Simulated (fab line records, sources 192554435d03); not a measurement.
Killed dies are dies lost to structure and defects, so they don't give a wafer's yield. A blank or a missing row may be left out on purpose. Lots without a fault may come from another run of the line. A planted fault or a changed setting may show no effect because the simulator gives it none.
Split-lot experiment | flow n5_finfet | 7 lots, 21 wafers read, on a route of 1938 steps

THE SPLIT
At N5_BEOL_M6_TRENCH_ETCH_37 (etches SiCOH lowk in C4F6/O2, target depth 94.435 nm, time 31.5 s), the setting source_w was moved away from the recipe's 345 W on 7 of the 21 wafers read, by -15.5% to +14.9%. The other wafers ran this setting at the recipe's value.

FROM THE SPLIT TO THE READING: what the file shows between them, 2 steps
- N5_BEOL_M6_ETCH_41: etches SiCN in CH3F/O2, target depth 29.7 nm, time 52 s
- N5_BEOL_M6_STRIP_80: strips in N2/H2, time 10 s

THE READING
trench_depth_nm, in nm, at N5_BEOL_M6_OCD_MEAS_38. Fault-free wafers of this fab line usually give 94.0 nm, standard deviation 1.9 nm.

wafer  | tool, chamber at the split | source_w as run, W | against the recipe | trench_depth_nm, nm | against lot-mates on the recipe
L078.1 | rie_diel-06, 0             | 345                | recipe             | 94.2                | -
L078.4 | rie_diel-06, 1             | 345                | recipe             | 96.3                | -
L078.5 | rie_diel-06, 1             | 345                | recipe             | 95.3                | -
L081.2 | rie_diel-06, 2             | 345                | recipe             | 94.6                | -
L081.3 | rie_diel-06, 1             | 291.4              | -15.5%             | 89.3                | -5.3
L081.5 | rie_diel-06, 1             | 291.4              | -15.5%             | 90.2                | -4.4
L080.3 | rie_diel-05, 1             | 345                | recipe             | 92.8                | -
L080.4 | rie_diel-05, 3             | 345                | recipe             | 94.2                | -
L080.6 | rie_diel-05, 3             | 316.5              | -8.3%              | 89.9                | -3.6
L088.1 | rie_diel-06, 2             | 345                | recipe             | 94.0                | -
L088.3 | rie_diel-06, 3             | 345                | recipe             | 94.8                | -
L088.5 | rie_diel-06, 1             | 345                | recipe             | 94.5                | -
L091.1 | rie_diel-05, 1             | 345                | recipe             | 91.3                | -
L091.2 | rie_diel-05, 2             | 345                | recipe             | 93.0                | -
L091.6 | rie_diel-05, 2             | 345                | recipe             | 92.3                | -
L093.1 | rie_diel-05, 1             | 345                | recipe             | 91.7                | -
L093.2 | rie_diel-05, 3             | 307.6              | -10.8%             | 88.3                | -3.4
L093.4 | rie_diel-05, 3             | 307.6              | -10.8%             | 89.3                | -2.4
L096.2 | rie_diel-05, 1             | 396.4              | +14.9%             | 96.9                | +3.6
L096.5 | rie_diel-05, 1             | 396.4              | +14.9%             | 96.8                | +3.5
L096.6 | rie_diel-05, 0             | 345                | recipe             | 93.3                | -

THE FIT
A straight line over all 21 wafers: trench_depth_nm changes by +0.281 nm for each +1% of source_w; r = +0.85; the points scatter about the line by 1.4 nm.
The same after taking each lot's own level away (the mean of its wafers on the recipe; 21 wafers): +0.28 nm for each +1%; r = +0.96; scatter 0.66 nm.
On that fit, the largest move of source_w shifts the reading by 4.3 nm.
The lots' own levels span 91.70 to 95.27 nm, that is 1.9 times the standard deviation above.
So the lot-to-lot level changes the slope little: the two slopes agree.
Check: with one of the wafers moved furthest among these (-15.5%) left out of the fit, the line predicts -4.29 nm for it against its lot-mates. It came out at -5.3 nm against them.
Tool readings at the split's step, against how far the setting was moved: rf_vpp_V r = -0.89.

OTHER SPLITS ON THESE WAFERS
These wafers also went through other splits before the reading. Each is held against what the fit with the lots' levels taken away leaves over:
other split on the same wafers | wafers away from the commonest value | r with trench_depth_nm (lot level and that fit taken away)
N5_BEOL_M4_EXPOSE_08 dose_mj   | 11                                   | -0.14
N5_BEOL_M5_ETCH_72 bias_w      | 7                                    | +0.14
N5_BEOL_M5_COAT_22 spin_rpm    | 5                                    | -0.12
N5_BEOL_M6_PECVD_70 temp_c     | 4                                    | +0.00

THE WHOLE CHAIN: every reading that the file lists as answering this split, in the file's order
step                      | what it does                                                      | reading                                                                   | change (the file's fit)               | r (the file's)
N5_BEOL_M6_TRENCH_ETCH_37 | etches SiCOH lowk in C4F6/O2, target depth 94.435 nm, time 31.5 s | rf_vpp_V                                                                  | -2.86 V for each +1% of the setting   | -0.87
N5_BEOL_M6_TRENCH_ETCH_37 | etches SiCOH lowk in C4F6/O2, target depth 94.435 nm, time 31.5 s | etch.depth_nm (the simulator's own value, which no gauge read)            | +0.29 nm for each +1% of the setting  | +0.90
N5_BEOL_M6_TRENCH_ETCH_37 | etches SiCOH lowk in C4F6/O2, target depth 94.435 nm, time 31.5 s | BEOL_M6.feature_depth_nm (the simulator's own value, which no gauge read) | +0.289 nm for each +1% of the setting | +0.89
N5_BEOL_M6_OCD_MEAS_38    |                                                                   | trench_depth_nm                                                           | +0.292 nm for each +1% of the setting | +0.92

THE FILE'S OWN FIT
trench_depth_nm changes by +0.292 nm for each +1% of source_w, r = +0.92.
